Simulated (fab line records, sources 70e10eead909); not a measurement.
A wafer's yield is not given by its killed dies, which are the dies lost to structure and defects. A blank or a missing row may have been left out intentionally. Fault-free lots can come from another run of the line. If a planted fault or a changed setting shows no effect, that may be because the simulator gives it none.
fab line records	flow nand_harc
[record] lots = 11	wafers = 33	last_day = 33
route steps=1302 shown A_BONDPAD@1202 END@1302
lots with no fault: from the same line, run without faults
start_h: start of the lot's first displayed wafer, in hours after the record's first day	wait_h: hours from the lot's prior step to this one	" as in the row above	L1.1+2: a single row standing in for several wafers	- no value, or no start was given	* or withheld: withheld	< > ~ a bound
route shown NAME@n: a module of which the file shows steps, and the number in the route of the first	usual: mean and standard deviation over wafers with no fault	same: alike in all rows	chamber/n: place in a boat	sites: readings site by site	_std_site: standard deviation across them	_edge_site: inner sites' mean taken away from outer sites' mean	radius_mm: how far each site lies from the wafer's centre	mask NAME#n: copy n	behind: the most recent tool/chamber to have shaped the wafer	hold: cause of the lot's hold/its duration in hours/its outcome	device: names the non-switching transistor (n, p or np)	end of line: the route-end tests of the same wafers	a step with no rows: only its recipe	killed: the dies lost at the first sort to structure and to defects; this is not the yield of the wafer	map: dies across one wafer; x = killed, . = not, _ = none there
set.NAME: the setting that was run; set.NAME@STEP: the one run at that earlier step	model.NAME: the simulator's own value behind a step, which no gauge read
route steps across a sampled set of lots; one table per step, one row per wafer
services: the hour from which a tool's chamber was out of use, counted from the record's first day as start_h (under 0 if before that day), plus the number of hours and why
[[steps]]
[step NHARC_A_BONDPAD_DEP_00]
[recipe] target_thk_a = 2500	temp_c = 370	target_thk_nm = 250	pressure_torr = 3	flow_sccm = 200	rf_w = 450	material = SiCN
[usual] chamber_pressure_Torr = 2.999/0.0066	heater_power_outer_w = 327/43	heater_power_w = 588/75	showerhead_vpp_V = 1303/77
lot.wafer	tool	chamber	start_h	wait_h	chamber_pressure_Torr	heater_power_outer_w	heater_power_w	showerhead_vpp_V
L703.3	pecvd-04	2	554.72	-	2.995	345	618	1249
L703.1	"	0	"	"	2.987	323	533	1178
L703.4	"	0	"	"	3.005	321	544	1207
L704.3	pecvd-01	2	577.38	-	2.991	290	492	1315
L704.2	"	0	"	"	3.006	363	646	1381
L704.6	"	0	"	"	3.002	361	659	1417
L705.3	pecvd-03	1	577.99	-	3.004	343	606	1173
L705.2	"	0	"	"	3.014	362	575	1369
L705.5	"	0	"	"	3.007	365	589	1405
L708.1	pecvd-03	2	581.88	-	2.995	258	511	1294
L708.6	"	1	"	"	3.009	344	625	1179
L708.5	"	0	"	"	3.000	327	547	1376
L707.2	pecvd-01	2	595.70	-	2.994	338	572	1330
L707.3	"	1	"	"	2.999	363	687	1251
L707.6	"	2	"	"	2.999	253	447	1341
L711.1	pecvd-03	1	612.67	-	2.996	346	622	1191
L711.3	"	2	"	"	3.001	215	439	1283
L711.6	"	1	"	"	2.996	348	620	1176
L710.3	pecvd-04	2	-	-	3.000	347	612	1251
L710.1	"	0	"	"	2.988	329	536	1222
L710.6	"	2	"	"	2.998	363	630	1253
L716.2	pecvd-03	1	677.52	-	3.000	272	515	1165
L716.1	"	2	"	"	3.000	265	516	1299
L716.4	"	0	"	"	2.997	328	523	1396
L724.1	pecvd-03	0	742.48	-	3.004	329	546	1379
L724.3	"	1	"	"	3.005	326	573	1156
L724.2	"	2	"	"	2.996	241	480	1323
L725.1	pecvd-01	1	766.19	-	3.002	378	705	1258
L725.2	"	2	"	"	2.999	256	470	1315
L725.4	"	0	"	"	3.001	316	592	1390
L726.2	pecvd-01	0	766.91	-	2.999	365	651	1378
L726.6	"	2	"	"	2.991	252	453	1307
L726.4	"	1	"	"	3.004	378	730	1243
[step NHARC_A_BONDPAD_THK_MEAS_30]
[recipe] thk_meas_gauge = ellipsometry
[usual] thk_nm = 199.7/1.3
lot.wafer	tool	chamber	start_h	wait_h	thk_nm
L703.1	film_metro-01	-	555.33	0.2	200.8
L703.3	"	-	"	"	200.0
L703.4	"	-	"	"	201.1
L704.2	film_metro-02	-	578.04	0.2	200.7
L704.3	"	-	"	"	198.0
L704.6	"	-	"	"	197.5
L705.2	film_metro-02	-	578.64	0.2	199.6
L705.3	"	-	"	"	201.4
L705.5	"	-	"	"	199.5
L708.1	film_metro-01	-	582.48	0.2	198.3
L708.5	"	-	"	"	197.9
L708.6	"	-	"	"	197.7
L707.2	film_metro-01	-	596.36	0.2	200.0
L707.3	"	-	"	"	199.7
L707.6	"	-	"	"	199.0
L711.1	film_metro-01	-	613.28	0.2	201.1
L711.3	"	-	"	"	199.8
L711.6	"	-	"	"	201.9
L710.1	film_metro-02	-	618.40	0.2	199.0
L710.3	"	-	"	"	200.2
L710.6	"	-	"	"	199.5
L716.1	film_metro-01	-	678.18	0.2	202.2
L716.2	"	-	"	"	199.2
L716.4	"	-	"	"	200.8
L724.1	film_metro-01	-	743.13	0.2	200.3
L724.2	"	-	"	"	199.0
L724.3	"	-	"	"	200.6
L725.1	film_metro-01	-	766.80	0.2	200.6
L725.2	"	-	"	"	198.4
L725.4	"	-	"	"	196.8
L726.2	film_metro-02	-	767.53	0.2	200.1
L726.4	"	-	"	"	199.6
L726.6	"	-	"	"	198.6
[step NHARC_A_BONDPAD_ETCH_24]
[recipe] target_depth_a = 300	over_etch_frac = 0.3	time_s = 72.99	ion_energy_ev = 150	cf4_flow_sccm = 50	n2_flow_sccm = 100	ar_flow_sccm = 150	rf_w = 300	bias_w = 100	chemistry = CF4/N2
[usual] bias_w = 100.0/0.33	drypump_motor_current_A = 5.7/0.38	n2_flow_sccm = 100.0/0.32	oes_product_au = 0.999/0.01	over_etch_frac = 0.3/0	rf_vpp_V = 313.9/2.3	showerhead_plenum_p_Torr = 2.60/0.13	throttle_valve_pct = 19.795/0.0097
[same] time_s = 72.99
lot.wafer	tool	chamber	start_h	wait_h	bias_w	drypump_motor_current_A	n2_flow_sccm	oes_product_au	over_etch_frac	rf_hours_counter_h	rf_vpp_V	showerhead_plenum_p_Torr	throttle_valve_pct
L703.1	rie_diel-08	1	556.99	0.2	100.2	5.8	99.9	0.990	0.3	1	313.6	2.62	19.788
L703.3	"	0	"	"	100.6	5.2	100.2	1.003	0.3	1	311.7	2.45	19.782
L703.4	"	0	"	"	100.0	5.2	99.8	1.001	0.3	-	311.7	2.45	19.799
L704.2	rie_diel-13	2	579.53	-	99.4	6.3	99.9	0.996	0.3	13	312.4	2.48	19.786
L704.3	"	1	"	"	99.9	6.1	100.2	1.011	0.3	15	312.8	2.49	19.793
L704.6	"	3	"	"	99.8	5.8	100.2	0.988	0.3	-	314.0	2.60	19.808
L705.2	rie_diel-10	3	580.13	0.2	99.9	5.0	100.0	0.991	0.3	4	316.3	2.78	19.779
L705.3	"	0	"	"	100.9	5.6	100.0	0.995	0.3	-	315.3	2.65	19.798
L705.5	"	0	"	"	100.2	5.6	100.2	1.003	0.3	-	314.4	2.65	19.802
L708.1	rie_diel-13	2	583.68	-	99.8	6.3	99.6	1.000	0.3	13	311.5	2.48	19.794
L708.6	"	2	"	"	99.7	6.3	99.7	1.000	0.3	-	311.5	2.48	19.805
L708.5	"	3	"	"	99.9	5.8	99.7	0.993	0.3	-	312.8	2.60	19.789
L707.3	rie_diel-13	0	598.28	-	100.3	5.4	100.2	0.987	0.3	17	317.9	2.83	19.793
L707.2	"	1	"	"	99.9	6.2	99.7	1.004	0.3	18	310.7	2.49	19.799
L707.6	"	0	"	"	100.2	5.4	99.8	0.993	0.3	-	317.9	2.83	19.794
L711.1	rie_diel-08	1	614.47	-	100.0	5.8	99.3	0.994	0.3	26	313.9	2.61	19.816
L711.3	"	2	"	"	99.9	6.0	99.4	1.002	0.3	3	313.0	2.55	19.804
L711.6	"	2	"	"	100.2	5.9	99.5	1.006	0.3	-	313.1	2.55	19.780
L710.3	rie_diel-10	1	619.79	-	100.4	5.7	100.3	1.016	0.3	0	312.5	2.47	19.801
L710.1	"	2	"	"	100.0	5.9	100.3	1.016	0.3	0	312.0	2.56	19.806
L710.6	"	0	"	"	99.9	5.7	100.1	1.002	0.3	-	313.8	2.65	19.802
L716.4	rie_diel-10	3	679.68	-	100.3	5.0	100.5	0.987	0.18416	2	316.4	2.78	19.808
L716.2	"	0	"	"	100.3	5.6	100.0	0.988	0.3	2	314.4	2.65	19.795
L716.1	"	1	"	"	100.2	5.7	99.7	1.002	0.3	2	312.1	2.47	19.807
L724.1	rie_diel-13	3	744.36	-	100.5	5.8	99.9	1.001	0.3	5	313.1	2.59	19.808
L724.3	"	1	"	"	99.7	6.2	100.6	0.986	0.3	4	310.2	2.48	19.795
L724.2	"	2	"	"	99.4	6.3	99.5	0.980	0.3	5	310.2	2.47	19.784
L725.1	rie_diel-13	3	768.12	-	100.0	5.8	100.5	1.000	0.3	10	313.1	2.59	19.778
L725.4	"	0	"	"	100.7	5.4	99.8	1.019	0.3	9	317.0	2.82	19.798
L725.2	"	1	"	"	100.3	6.2	100.2	1.008	0.3	9	312.2	2.48	19.788
L726.4	rie_diel-08	3	768.85	-	99.5	5.8	100.0	1.007	0.3	13	312.9	2.53	19.799
L726.2	"	2	"	"	100.0	5.9	99.9	0.996	0.3	7	311.2	2.53	19.790
L726.6	"	0	"	"	100.4	5.2	100.3	1.008	0.3	-	318.1	2.83	19.784
[step NHARC_A_BONDPAD_PRE_CLEAN_26]
[recipe] time_s = 30	temp_c = 280	gas = H2/He
[usual] heater_power_w = 392/39
[same] time_s = 30
lot.wafer	tool	chamber	start_h	wait_h	heater_power_w
L703.1	pvd_sputter-03	-	-	-	379
L703.3	"	-	"	"	440
L703.4	"	-	"	"	356
L704.2	pvd_sputter-02	-	-	-	366
L704.3	"	-	"	"	387
L704.6	"	-	"	"	365
L705.2	pvd_sputter-03	-	-	-	447
L705.3	"	-	"	"	365
L705.5	"	-	"	"	372
L708.1	pvd_sputter-03	-	-	-	375
L708.5	"	-	"	"	431
L708.6	"	-	"	"	359
L707.3	pvd_sputter-03	-	-	-	445
L707.2	"	-	"	"	378
L707.6	"	-	"	"	362
L711.3	pvd_sputter-03	-	-	-	483
L711.1	"	-	"	"	442
L711.6	"	-	"	"	355
L710.3	pvd_sputter-01	-	-	-	387
L710.1	"	-	"	"	398
L710.6	"	-	"	"	389
L716.1	pvd_sputter-02	-	-	-	364
L716.2	"	-	"	"	369
L716.4	"	-	"	"	336
L724.1	pvd_sputter-01	-	-	-	397
L724.3	"	-	"	"	417
L724.2	"	-	"	"	404
L725.4	pvd_sputter-03	-	-	-	483
L725.2	"	-	"	"	370
L725.1	"	-	"	"	456
L726.2	pvd_sputter-02	-	-	-	367
L726.4	"	-	"	"	332
L726.6	"	-	"	"	377
[step NHARC_END_SORT_01]
[recipe] temp_c = 25
[usual] defect_limited_yield = 92.0/2.6	killed_at_array = 49/18	killed_at_other = 0.8/1	killed_at_periphery = 4.2/2.8	killed_dies = 54/18	killed_open = 3.0/1.7	killed_short = 2.5/1.6	sort_bin_2_pct = 2.8/1.2	sort_bin_3_pct = 0.6/0.37	sort_bin_4_pct = 4.6/1.5	sort_n_pass = 623/18	sort_rim_yield_pct = 92/4.2	sort_yield_pct = 92.0/2.6
[same] gross_dies = 677	sort_bin_5_pct[%] = 0	sort_bin_6_pct[%] = 0	sort_bin_7_pct[%] = 0	sort_bin_8_pct[%] = 0	sort_rim_n_gross = 106.00
lot.wafer	tool	chamber	start_h	wait_h	defect_limited_yield[%]	killed_at_array	killed_at_other	killed_at_periphery	killed_dies	killed_open	killed_short	sort_bin_2_pct[%]	sort_bin_3_pct[%]	sort_bin_4_pct[%]	sort_n_pass	sort_rim_yield_pct[%]	sort_yield_pct[%]
L705.2	prober-02	0	614.29	2.8	96.3	15	2	8	25	4	3	0.4	0.1	3.1	652	97	96.3
L705.3	prober-02	0	615.08	3.1	95.0	17	3	14	34	2	2	1.2	0.6	3.2	643	94	95.0
L705.5	prober-02	0	616.66	3.7	94.7	21	1	14	36	5	3	1.3	0.1	3.8	641	92	94.7
L704.2	prober-01	0	615.36	2.8	94.7	33	1	2	36	1	1	2.8	0.3	2.2	641	90	94.7
L704.3	prober-01	0	616.17	3.1	88.8	71	0	5	76	2	4	4.1	1.5	5.6	601	91	88.8
L704.6	prober-01	0	618.59	4.0	89.7	66	2	2	70	2	2	4.3	1.0	5.0	607	96	89.7
L708.1	prober-02	0	621.22	2.5	90.3	62	2	2	66	0	3	4.4	0.7	4.6	611	91	90.3
L708.5	prober-02	0	624.45	3.7	88.9	69	1	5	75	3	2	3.0	0.9	7.2	602	96	88.9
L708.6	prober-02	0	625.26	4.0	90.4	61	1	3	65	3	6	3.4	0.6	5.6	612	82	90.4
L707.2	prober-02	0	633.13	2.8	90.4	62	0	3	65	2	4	3.8	0.7	5.0	612	97	90.4
L707.3	prober-02	0	633.93	3.1	90.7	59	1	3	63	2	0	4.4	0.9	4.0	614	92	90.7
L707.6	prober-02	0	636.35	4.0	91.4	55	0	3	58	2	5	4.0	0.6	4.0	619	99	91.4
L710.1	prober-01	0	647.63	2.6	92.3	46	3	3	52	3	2	3.5	0.9	3.2	625	99	92.3
L710.3	prober-01	0	649.23	3.1	90.3	61	2	3	66	4	5	3.7	1.3	4.7	611	92	90.3
L710.6	prober-01	0	651.63	4.0	91.3	54	2	3	59	3	3	2.8	0.6	5.3	618	92	91.3
// killed by level:class
L705.2 P_CONTACT:chamber_film_flake=3 P_M1:chamber_film_flake=3 A_CHANNEL_FILL_D1:chamber_film_flake=3 A_DECK1_JOINT:geometric_particle:open=2 A_CHANNEL_HOLE_D2:chamber_film_flake=2 A_SLIT:chamber_film_flake=2 THIN_TSV:chamber_film_flake=2 P_CONTACT:geometric_particle:open=1
L705.3 P_M1:chamber_film_flake=6 A_CHANNEL_HOLE_D2:chamber_film_flake=6 P_CONTACT:chamber_film_flake=5 THIN_TSV:chamber_film_flake=3 A_CHANNEL_HOLE_D1:chamber_film_flake=2 A_SGD_CUT:chamber_film_flake=2 P_GATE:geometric_particle:short=1 P_M0:geometric_particle:open=1
L704.2 A_CHANNEL_HOLE_D1:chamber_film_flake=14 A_CHANNEL_HOLE_D2:chamber_film_flake=7 A_CONTACT:chamber_film_flake=5 A_STAIRCASE:chamber_film_flake=3 A_CHANNEL_FILL_D1:chamber_film_flake=2 P_M2:geometric_particle:open=1 A_ONON_D1:geometric_particle:short=1 P_BONDPAD:chamber_film_flake=1
L704.3 A_CHANNEL_HOLE_D1:chamber_film_flake=39 A_CHANNEL_HOLE_D2:chamber_film_flake=17 A_CONTACT:chamber_film_flake=4 A_CHANNEL_FILL_D1:chamber_film_flake=3 A_STAIRCASE:chamber_film_flake=3 A_BLC:chamber_film_flake=2 P_CONTACT:geometric_particle:short=1 P_M0:geometric_particle:open=1
L705.5 A_CHANNEL_HOLE_D2:chamber_film_flake=6 P_M1:chamber_film_flake=5 P_GATE:chamber_film_flake=3 P_CONTACT:chamber_film_flake=3 A_CONTACT:chamber_film_flake=3 A_SGD_CUT:chamber_film_flake=3 A_WL_FILL:geometric_particle:open=2 P_CONTACT:geometric_particle:short=1
L704.6 A_CHANNEL_HOLE_D2:chamber_film_flake=23 A_CHANNEL_HOLE_D1:chamber_film_flake=22 A_BLC:chamber_film_flake=5 A_STAIRCASE:chamber_film_flake=4 A_CHANNEL_FILL_D1:chamber_film_flake=3 A_CONTACT:chamber_film_flake=2 A_ZERO_WELL:chamber_film_flake=2 THIN_TSV:chamber_film_flake=2
L708.1 A_CHANNEL_HOLE_D1:chamber_film_flake=34 A_SLIT:chamber_film_flake=12 A_CONTACT:chamber_film_flake=6 A_CHANNEL_HOLE_D2:chamber_film_flake=3 A_WL_FILL:chamber_film_flake=2 THIN_TSV:chamber_film_flake=2 P_M1:geometric_particle:short=1 A_CHANNEL_FILL_D1:geometric_particle:short=1
L708.5 A_CHANNEL_HOLE_D1:chamber_film_flake=38 A_SLIT:chamber_film_flake=14 A_CHANNEL_HOLE_D2:chamber_film_flake=7 A_SGD_CUT:chamber_film_flake=3 A_CONTACT:chamber_film_flake=2 P_CONTACT:geometric_particle:short=1 P_CONTACT:geometric_particle:open=1 P_M0:geometric_particle:open=1
L708.6 A_CHANNEL_HOLE_D1:chamber_film_flake=23 A_SLIT:chamber_film_flake=15 A_CONTACT:chamber_film_flake=6 A_SGD_CUT:chamber_film_flake=4 A_CHANNEL_HOLE_D2:chamber_film_flake=3 A_CHANNEL_HOLE_D1:geometric_particle:short=2 P_ZERO_WELL:chamber_film_flake=2 P_M2:geometric_particle:short=1
L707.2 A_CHANNEL_HOLE_D2:chamber_film_flake=26 A_CHANNEL_HOLE_D1:chamber_film_flake=23 A_CONTACT:chamber_film_flake=3 A_CHANNEL_FILL_D1:chamber_film_flake=2 P_CONTACT:geometric_particle:short=1 A_ONON_D1:geometric_particle:open=1 A_ONON_D1:geometric_particle:short=1 A_ONON_D2:geometric_particle:short=1
L707.3 A_CHANNEL_HOLE_D2:chamber_film_flake=37 A_CHANNEL_HOLE_D1:chamber_film_flake=17 P_ZERO_WELL:chamber_film_flake=2 A_CHANNEL_HOLE_D1:geometric_particle:open=1 A_CHANNEL_FILL_D2:geometric_particle:open=1 P_M0:chamber_film_flake=1 A_CHANNEL_FILL_D1:chamber_film_flake=1 A_SLIT:chamber_film_flake=1
L707.6 A_CHANNEL_HOLE_D2:chamber_film_flake=23 A_CHANNEL_HOLE_D1:chamber_film_flake=23 A_CONTACT:geometric_particle:short=2 P_M2:geometric_particle:open=1 A_ONON_D2:geometric_particle:short=1 A_CHANNEL_FILL_D2:geometric_particle:short=1 A_CHANNEL_FILL_D2:geometric_particle:open=1 A_WL_FILL:geometric_particle:short=1
L710.1 A_SLIT:chamber_film_flake=29 A_CHANNEL_HOLE_D2:chamber_film_flake=7 A_CHANNEL_HOLE_D1:chamber_film_flake=3 A_WL_FILL:chamber_film_flake=3 THIN_TSV:chamber_film_flake=3 P_GATE:geometric_particle:open=1 P_M2:geometric_particle:short=1 A_BLC:geometric_particle:open=1
L710.3 A_SLIT:chamber_film_flake=35 A_CHANNEL_HOLE_D2:chamber_film_flake=11 P_CONTACT:geometric_particle:short=2 A_WL_FILL:geometric_particle:short=2 A_STAIRCASE:chamber_film_flake=2 A_WL_FILL:chamber_film_flake=2 A_BONDPAD:chamber_film_flake=2 THIN_TSV:chamber_film_flake=2
L710.6 A_SLIT:chamber_film_flake=29 A_CHANNEL_HOLE_D2:chamber_film_flake=11 A_ZERO_WELL:chamber_film_flake=2 THIN_TSV:chamber_film_flake=2 A_STAIRCASE:chamber_film_flake=2 A_WL_FILL:chamber_film_flake=2 P_ZERO_WELL:geometric_particle:open=1 P_GATE:geometric_particle:open=1
[[services]]
tool	chamber	start_h	hours	kind
rie_diel-08	3	538.83	31.0	repair
rie_diel-10	2	539.67	55.8	repair
rie_diel-08	-	545.11	9.0	pm
pecvd-03	-	547.00	13.0	pm
rie_diel-10	1	553.58	7.2	repair
rie_diel-08	2	560.10	45.4	repair
rie_diel-10	1	571.19	13.0	repair
rie_diel-10	-	596.62	9.0	pm
rie_diel-13	1	618.92	4.5	repair
rie_diel-10	2	626.82	18.7	repair
pvd_sputter-02	-	638.05	10.0	pm
rie_diel-10	2	658.02	11.6	repair
pvd_sputter-03	-	679.26	5.5	repair
rie_diel-08	1	681.62	4.2	repair
pecvd-01	-	685.31	13.0	pm
pvd_sputter-02	-	686.92	1.7	repair
rie_diel-13	-	696.40	9.0	pm
pvd_sputter-02	-	700.62	1.2	repair
pvd_sputter-02	-	703.01	8.1	repair
pvd_sputter-03	-	708.02	10.0	pm
rie_diel-08	-	722.91	9.0	pm
rie_diel-10	-	723.19	0.9	repair
pvd_sputter-02	-	723.86	1.9	repair
pecvd-03	-	728.00	13.0	pm
[[key]]
[first_sign] step = NHARC_A_BONDPAD_ETCH_24	reading = over_etch_frac	direction = down	sigmas = 99+	usual = 0.3	struck = 0.18416
effect none on later readings
met_at NHARC_A_BONDPAD_ETCH_24
struck_lots L716
struck_wafers L716.4
not_acting_at NHARC_A_BONDPAD_DEP_00,NHARC_A_BONDPAD_THK_MEAS_30,NHARC_A_BONDPAD_PRE_CLEAN_26
onset_between 580.13 679.68
[fault] kind = process_parameter_drift	tool = rie_diel-10	chamber = 3	onset_h = 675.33	steps = NHARC_A_BONDPAD_ETCH_24	channel = over_etch_frac	offset = -0.11584	shape = step	end_h = 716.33	acts_in = these_recipes_only	stated = 0.3
